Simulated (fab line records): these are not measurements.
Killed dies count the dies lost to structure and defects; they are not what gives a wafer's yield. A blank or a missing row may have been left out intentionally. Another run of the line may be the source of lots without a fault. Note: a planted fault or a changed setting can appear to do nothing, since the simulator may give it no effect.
Chamber matching ; flow n5Finfet ; aldSin-02 running N5_DUMMY_GATE_ALD_02: 4 sister chambers
The step deposits SiO2, target thk 2 nm, pulse time 1 s. 8 wafers are shown with their chamber, then 8 later ones without.

== WAFERS, EACH WITH ITS CHAMBER ==
wafer;chamber;heaterPowerW (W);precursorPulseHeightRel
L075.6;2;484;1.059
L081.2;0;561;0.990
L081.3;1;483;1.002
L081.4;3;466;1.012
L092.1;3;470;0.988
L092.2;1;489;0.997
L092.3;0;586;1.013
L092.4;2;469;1.029

== WAFERS MISSING THEIR CHAMBER ==
wafer;heaterPowerW (W);precursorPulseHeightRel
L092.5;565;0.985
L092.6;461;0.963
L095.1;483;0.999
L095.4;593;1.008
L095.6;582;1.045
L096.3;484;1.009
L096.5;591;0.988
L096.6;481;0.975

== WHICH CHAMBER EACH ONE RAN IN ==
wafer;from the rows above;in truth
L092.5;0;0
L092.6;can't be placed: 3 or 1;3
L095.1;can't be placed: 1 or 3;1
L095.4;0;0
L095.6;0;0
L096.3;can't be placed: 1 or 3 or 2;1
L096.5;0;0
L096.6;can't be placed: 1 or 3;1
Placed correctly: 4 of 8. Can't be placed from these rows: 4 (the true chamber is among the candidates in 4). Number placed wrongly: 0.
How it was worked out, from the rows above alone: a wafer's distance from a chamber is the root of the sum, over the readings, of the square of ((its reading less the chamber's mean) divided by the reading's scatter). The wafer belongs to the nearest chamber; if the next one is less than 2 further off, it can't be placed. The mean given for a chamber averages the wafers shown for that chamber. The scatter: take each reading less its chamber's mean, square it, sum over the shown wafers, divide by the number of wafers less the number of chambers, and take the root.
